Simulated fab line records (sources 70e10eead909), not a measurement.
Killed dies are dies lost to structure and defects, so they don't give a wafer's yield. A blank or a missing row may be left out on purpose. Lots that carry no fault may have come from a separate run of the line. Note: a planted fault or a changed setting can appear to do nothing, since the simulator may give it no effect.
Matching of chambers    flow nand_harc    NHARC_A_CONTACT_CMP_20 on cmp-03: 4 sister chambers
The step polishes, t overpolish 30 s, target thk 300 nm. 8 wafers are shown with their chamber, then 12 later ones without.

EACH WAFER AND ITS CHAMBER
wafer   chamber  motor_current_A (A)  time_to_endpoint_s (s)
L085.4  3        12.8                 57
L086.2  2        11.4                 60
L088.1  1        10.9                 64
L088.3  2        11.5                 61
L088.4  0        13.0                 60
L092.1  0        12.2                 61
L092.2  1        10.0                 64
L092.4  3        13.3                 61

WAFERS WITH NO CHAMBER GIVEN
wafer   motor_current_A (A)  time_to_endpoint_s (s)
L093.1  11.1                 59
L093.3  10.8                 62
L093.5  11.4                 59
L094.1  10.7                 58
L094.4  11.9                 59
L094.5  10.1                 62
L095.1  12.4                 59
L095.3  11.6                 58
L095.4  10.9                 63
L097.1  13.6                 60
L097.5  12.8                 62
L097.6  10.6                 65

WHICH CHAMBER EACH ONE RAN IN
wafer   from the rows above           in truth
L093.1  2                             2
L093.3  can't be placed: 1 or 2       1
L093.5  can't be placed: 2 or 0       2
L094.1  can't be placed: 2 or 1       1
L094.4  can't be placed: 2 or 0 or 3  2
L094.5  can't be placed: 1 or 2       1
L095.1  can't be placed: 0 or 3 or 2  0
L095.3  can't be placed: 2 or 0 or 3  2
L095.4  can't be placed: 1 or 2       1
L097.1  can't be placed: 3 or 0       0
L097.5  can't be placed: 0 or 3 or 2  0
L097.6  1                             1
Correct placement for 2 of the 12. Not placeable from these rows: 10 (in 10, the candidates include the true chamber). Wrongly placed: 0.
How it was worked out, from the rows above alone: a wafer's distance from a chamber is the root of the sum, over the readings, of the square of ((its reading less the chamber's mean) divided by the reading's scatter). The wafer belongs to the nearest chamber; if the next one is less than 2 further off, it can't be placed. Each chamber's mean is taken over the wafers shown for it. The scatter is the square root of a quotient: the sum, over the shown wafers, of each reading's squared deviation from its chamber's mean, divided by wafers minus chambers.
